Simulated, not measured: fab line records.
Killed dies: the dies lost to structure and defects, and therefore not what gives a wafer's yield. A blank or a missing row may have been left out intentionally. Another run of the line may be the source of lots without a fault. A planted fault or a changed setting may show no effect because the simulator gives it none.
Which tool was responsible? | flow nand_harc | 23 lots, 69 wafers sampled, at 4 steps of a route of 1159

== WHAT THE GAUGES SHOWED, per wafer ==
NHARC_P_BONDPAD_CD_MEAS_09 targets a cd of 500 nm. Usual: 500.4 nm for cd_nm, sd 1.3.
lot  | measured     | on        | cd_nm (nm)        | flag
L074 | day 6 00:37  | cd_sem-01 | 501.8 500.6 501.5 |
L075 | day 6 18:35  | cd_sem-03 | 501.4 499.9 500.0 |
L077 | day 6 20:37  | cd_sem-03 | 501.4 499.1 501.1 |
L078 | day 7 18:17  | cd_sem-02 | 500.5 501.5 499.6 |
L079 | day 7 18:58  | cd_sem-03 | 500.8 501.4 502.1 |
L080 | day 8 04:58  | cd_sem-01 | 503.6 501.1 501.2 |
L081 | day 8 09:42  | cd_sem-01 | 499.4 500.9 501.0 |
L082 | day 8 16:03  | cd_sem-01 | 499.6 499.4 500.5 |
L083 | day 8 16:40  | cd_sem-02 | 498.5 498.1 498.4 |
L084 | day 8 21:59  | cd_sem-02 | 499.9 500.4 501.6 |
L087 | day 9 12:25  | cd_sem-02 | 498.5 499.2 497.4 |
L085 | day 9 13:25  | cd_sem-02 | 498.4 499.8 500.3 |
L088 | day 9 16:29  | cd_sem-03 | 501.6 501.1 502.8 |
L086 | day 10 00:05 | cd_sem-02 | 502.1 501.7 503.6 |
L090 | day 10 11:14 | cd_sem-02 | 497.9 500.7 498.8 |
L089 | day 10 11:49 | cd_sem-02 | 500.9 500.3 499.0 |
L091 | day 10 18:45 | cd_sem-01 | 499.6 498.9 498.2 |
L092 | day 10 19:42 | cd_sem-01 | 502.3 501.1 501.7 |
L093 | day 10 20:18 | cd_sem-02 | 501.0 499.5 500.6 |
L094 | day 11 08:41 | cd_sem-02 | 500.8 501.9 499.7 |
L095 | day 11 10:38 | cd_sem-02 | 499.4 499.6 501.2 |
L097 | day 11 18:10 | cd_sem-02 | 500.9 502.2 501.6 |
L096 | day 11 18:22 | cd_sem-03 | 500.1 501.1 500.5 |

NHARC_P_BONDPAD_CD_MEAS_13. Usual: 499.9 nm for cd_nm, sd 1.4.
lot  | measured     | on        | cd_nm (nm)        | flag
L074 | day 6 01:11  | cd_sem-03 | 501.6 500.0 500.4 |
L075 | day 6 19:07  | cd_sem-02 | 501.1 499.1 499.8 |
L077 | day 6 21:08  | cd_sem-03 | 501.4 499.4 501.4 |
L078 | day 7 18:49  | cd_sem-03 | 499.1 500.8 499.7 |
L079 | day 7 19:32  | cd_sem-03 | 499.1 501.3 501.0 |
L080 | day 8 05:29  | cd_sem-03 | 502.4 500.0 500.1 |
L081 | day 8 10:14  | cd_sem-02 | 498.9 501.7 501.1 |
L082 | day 8 16:34  | cd_sem-01 | 499.3 499.8 499.7 |
L083 | day 8 17:11  | cd_sem-01 | 497.5 497.4 497.6 |
L084 | day 8 22:31  | cd_sem-01 | 498.6 499.9 502.0 |
L087 | day 9 12:57  | cd_sem-02 | 497.1 497.9 495.9 |
L085 | day 9 13:58  | cd_sem-03 | 497.8 499.3 499.4 |
L088 | day 9 17:00  | cd_sem-03 | 501.4 500.3 502.6 |
L086 | day 10 00:37 | cd_sem-01 | 501.0 501.7 503.2 |
L090 | day 10 11:50 | cd_sem-01 | 497.8 500.7 498.2 |
L089 | day 10 12:22 | cd_sem-02 | 501.1 501.0 500.3 |
L091 | day 10 19:17 | cd_sem-02 | 498.6 498.8 498.1 |
L092 | day 10 20:14 | cd_sem-03 | 501.5 500.9 501.5 |
L093 | day 10 20:50 | cd_sem-02 | 500.9 500.1 500.7 |
L094 | day 11 09:26 | cd_sem-02 | 499.7 501.2 499.2 |
L095 | day 11 11:10 | cd_sem-03 | 498.5 498.4 500.9 |
L097 | day 11 18:42 | cd_sem-01 | 501.1 502.4 502.2 |
L096 | day 11 19:22 | cd_sem-02 | 499.5 500.4 499.9 |

== WHAT TOOL EACH LOT RAN ON (gives the tool, then ch and the chambers of the sampled wafers, and finally the start) ==
lot  | NHARC_P_M2_ETCH_35                 | NHARC_P_BONDPAD_DESCUM_11
L074 | rie_diel-07 ch 1,2,3, day 5 20:22  | rie_diel-06 ch 1,3, day 6 00:50
L075 | rie_diel-07 ch 1,2,3, day 6 14:26  | rie_diel-06 ch 0,1,3, day 6 18:48
L077 | rie_diel-07 ch 1,2,3, day 6 16:15  | rie_diel-05 ch 0,2, day 6 20:50
L078 | rie_diel-07 ch 0,1,2, day 7 13:17  | rie_diel-05 ch 0,2,3, day 7 18:31
L079 | rie_diel-04 ch 1,2, day 7 14:41    | rie_diel-06 ch 0,2, day 7 19:11
L080 | rie_diel-01 ch 0,2, day 8 00:40    | rie_diel-06 ch 0,1, day 8 05:11
L081 | rie_diel-07 ch 1,3, day 8 05:33    | rie_diel-06 ch 2,3, day 8 09:55
L082 | rie_diel-07 ch 0,1,2, day 8 11:55  | rie_diel-06 ch 0,1,3, day 8 16:16
L083 | rie_diel-04 ch 1,3, day 8 12:17    | rie_diel-06 ch 0,2, day 8 16:53
L084 | rie_diel-04 ch 0,1,3, day 8 16:56  | rie_diel-06 ch 0,2,3, day 8 22:12
L087 | rie_diel-07 ch 1,3, day 9 08:16    | rie_diel-05 ch 0,2,3, day 9 12:39
L085 | rie_diel-04 ch 0,1,3, day 9 09:10  | rie_diel-05 ch 1,3, day 9 13:39
L088 | rie_diel-07 ch 0,1,3, day 9 11:57  | rie_diel-06 ch 0,1,2, day 9 16:41
L086 | rie_diel-04 ch 0,2,3, day 9 19:36  | rie_diel-06 ch 2,3, day 10 00:18
L090 | rie_diel-04 ch 1,2,3, day 10 06:53 | rie_diel-10 ch 0,1,3, day 10 11:28
L089 | rie_diel-01 ch 0,1,2, day 10 07:27 | rie_diel-06 ch 0,1, day 10 12:02
L091 | rie_diel-01 ch 0,1,3, day 10 14:26 | rie_diel-06 ch 0,2,3, day 10 18:58
L092 | rie_diel-01 ch 1,2,3, day 10 15:33 | rie_diel-06 ch 1,2,3, day 10 19:55
L093 | rie_diel-04 ch 1,2,3, day 10 16:02 | rie_diel-06 ch 0,1,2, day 10 20:32
L094 | rie_diel-07 ch 1,3, day 11 03:54   | rie_diel-10 ch 0,2, day 11 09:08
L095 | rie_diel-07 ch 0,1,2, day 11 06:25 | rie_diel-10 ch 0,3, day 11 10:52
L097 | rie_diel-07 ch 1,2,3, day 11 13:52 | rie_diel-06 ch 1,2,3, day 11 18:24
L096 | rie_diel-07 ch 1,2, day 11 14:12   | rie_diel-10 ch 0,1,2, day 11 18:36
- NHARC_P_M2_ETCH_35: etches the open film in N2/H2, target depth 40 nm, overetch 12 nm, time 43.94 s.
- NHARC_P_BONDPAD_DESCUM_11: chemistry O2, time 3 s.

== AS READ BY THE TOOLS THEMSELVES (means over the sampled wafers that have a number; for cases with no such wafer, the mark the record gives instead) ==
NHARC_P_M2_ETCH_35. Usual: drypump_motor_current_A 5.7 A, standard deviation 0.59; mfc_ar_sccm 0.015 sccm, standard deviation 0.014; oes_product_au 0.999 a.u., standard deviation 0.0073; rf_vpp_V 430.3 V, standard deviation 2.5; showerhead_plenum_p_Torr 2.03 Torr, standard deviation 0.087; throttle_valve_pct 14.171 %, standard deviation 0.0085.
lot  | tool        | drypump_motor_current_A (A) | mfc_ar_sccm (sccm) | oes_product_au (a.u.) | rf_vpp_V (V) | showerhead_plenum_p_Torr (Torr) | throttle_valve_pct (%) | flag
L074 | rie_diel-07 | 5.5                         | 0.018              | 1.001                 | 428.2        | 2.00                            | 14.172                 |
L075 | rie_diel-07 | 5.5                         | 0.018              | 1.000                 | 429.8        | 2.00                            | 14.177                 |
L077 | rie_diel-07 | 5.5                         | 0.018              | 0.992                 | 429.6        | 2.00                            | 14.173                 |
L078 | rie_diel-07 | 5.7                         | 0.007              | 0.992                 | 430.1        | 2.01                            | 14.177                 |
L079 | rie_diel-04 | 6.3                         | 0.007              | 1.002                 | 428.9        | 1.98                            | 14.168                 |
L080 | rie_diel-01 | 5.5                         | 0.000              | 1.002                 | 427.9        | 1.95                            | 14.172                 |
L081 | rie_diel-07 | 5.2                         | 0.030              | 0.999                 | 429.2        | 2.01                            | 14.179                 |
L082 | rie_diel-07 | 5.7                         | 0.007              | 1.001                 | 428.6        | 2.01                            | 14.167                 |
L083 | rie_diel-04 | 5.4                         | 0.015              | 0.994                 | 432.6        | 2.12                            | 14.167                 |
L084 | rie_diel-04 | 5.6                         | 0.022              | 1.002                 | 433.1        | 2.12                            | 14.171                 |
L087 | rie_diel-07 | 5.2                         | 0.030              | 0.995                 | 430.1        | 2.01                            | 14.173                 |
L085 | rie_diel-04 | 5.6                         | 0.022              | 1.003                 | 432.1        | 2.12                            | 14.170                 |
L088 | rie_diel-07 | 5.4                         | 0.019              | 0.998                 | 429.6        | 2.02                            | 14.169                 |
L086 | rie_diel-04 | 5.9                         | 0.016              | 1.005                 | 430.9        | 2.08                            | 14.175                 |
L090 | rie_diel-04 | 5.9                         | 0.011              | 1.001                 | 433.2        | 2.05                            | 14.169                 |
L089 | rie_diel-01 | 5.7                         | 0.013              | 0.997                 | 429.9        | 2.01                            | 14.175                 |
L091 | rie_diel-01 | 5.5                         | 0.024              | 0.998                 | 429.2        | 2.00                            | 14.179                 |
L092 | rie_diel-01 | 5.5                         | 0.024              | 1.001                 | 428.4        | 1.99                            | 14.175                 |
L093 | rie_diel-04 | 5.9                         | 0.011              | 1.001                 | 431.1        | 2.05                            | 14.169                 |
L094 | rie_diel-07 | 4.9                         | 0.023              | 0.997                 | 428.4        | 1.95                            | 14.167                 |
L095 | rie_diel-07 | 5.7                         | 0.007              | 1.002                 | 429.7        | 2.01                            | 14.169                 |
L097 | rie_diel-07 | 5.5                         | 0.018              | 0.996                 | 429.4        | 2.00                            | 14.175                 |
L096 | rie_diel-07 | 5.9                         | 0.006              | 1.004                 | 428.3        | 1.98                            | 14.167                 |

NHARC_P_BONDPAD_DESCUM_11. Usual: drypump_motor_current_A 5.7 A, standard deviation 0.35; mfc_ar_sccm 0.011 sccm, standard deviation 0.013; oes_product_au 1.001 a.u., standard deviation 0.0067; rf_vpp_V 57.7 V, standard deviation 1; showerhead_plenum_p_Torr 1.90 Torr, standard deviation 0.083; throttle_valve_pct 11.311 %, standard deviation 0.0098.
lot  | tool        | drypump_motor_current_A (A) | mfc_ar_sccm (sccm) | oes_product_au (a.u.) | rf_vpp_V (V) | showerhead_plenum_p_Torr (Torr) | throttle_valve_pct (%) | flag
L074 | rie_diel-06 | 6.0                         | 0.000              | 1.008                 | 57.4         | 1.89                            | 11.309                 |
L075 | rie_diel-06 | 5.9                         | 0.008              | 0.995                 | 57.5         | 1.85                            | 11.318                 |
L077 | rie_diel-05 | 5.6                         | 0.018              | 1.000                 | 58.4         | 1.89                            | 11.308                 |
L078 | rie_diel-05 | 5.5                         | 0.017              | 1.003                 | 57.6         | 1.87                            | 11.314                 |
L079 | rie_diel-06 | 5.5                         | 0.016              | 0.994                 | 57.7         | 1.87                            | 11.319                 |
L080 | rie_diel-06 | 5.9                         | 0.008              | 1.002                 | 58.0         | 1.88                            | 11.310                 |
L081 | rie_diel-06 | 5.7                         | 0.001              | 1.009                 | 57.3         | 1.88                            | 11.317                 |
L082 | rie_diel-06 | 5.9                         | 0.008              | 1.001                 | 57.3         | 1.85                            | 11.319                 |
L083 | rie_diel-06 | 5.4                         | 0.009              | 1.007                 | 58.7         | 1.93                            | 11.307                 |
L084 | rie_diel-06 | 5.6                         | 0.008              | 1.003                 | 58.8         | 1.87                            | 11.304                 |
L087 | rie_diel-05 | 5.4                         | 0.017              | 1.004                 | 58.8         | 1.87                            | 11.305                 |
L085 | rie_diel-05 | 5.7                         | 0.004              | 0.998                 | 57.1         | 1.90                            | 11.312                 |
L088 | rie_diel-06 | 5.6                         | 0.008              | 1.000                 | 57.2         | 1.90                            | 11.312                 |
L086 | rie_diel-06 | 5.7                         | 0.001              | 0.999                 | 58.0         | 1.88                            | 11.307                 |
L090 | rie_diel-10 | 5.3                         | 0.024              | 1.006                 | 57.5         | 1.96                            | 11.303                 |
L089 | rie_diel-06 | 5.8                         | 0.008              | 1.004                 | 57.8         | 1.88                            | 11.318                 |
L091 | rie_diel-06 | 5.6                         | 0.008              | 0.991                 | 57.3         | 1.87                            | 11.308                 |
L092 | rie_diel-06 | 5.7                         | 0.001              | 1.001                 | 57.8         | 1.91                            | 11.314                 |
L093 | rie_diel-06 | 5.6                         | 0.008              | 1.001                 | 57.6         | 1.90                            | 11.308                 |
L094 | rie_diel-10 | 5.8                         | 0.036              | 1.005                 | 58.0         | 1.95                            | 11.315                 |
L095 | rie_diel-10 | 5.2                         | 0.025              | 1.002                 | 58.2         | 1.87                            | 11.309                 |
L097 | rie_diel-06 | 5.7                         | 0.001              | 1.007                 | 57.4         | 1.91                            | 11.314                 |
L096 | rie_diel-10 | 5.6                         | 0.027              | 1.004                 | 58.0         | 1.97                            | 11.310                 |

== THE ANSWER, worked out from the rows above alone ==
Rule: lot off if the mean of its wafers having a number is beyond 3 standard deviations from the usual mean. Also off: a lot with no number at a reading for which 4 or more lots have one. Where the step has rows for the other lots, those lots are counted as sound. First the gauges in route order, then the tools' own readings, where a lot's mean is used as printed above. The first step at which some lot is off is used, and at that step the reading that is off furthest; a lot without a number counts as furthest.
None of the lots is off at any reading shown; this tells nothing.

== WHAT WAS PUT IN BY THE SIMULATOR ==
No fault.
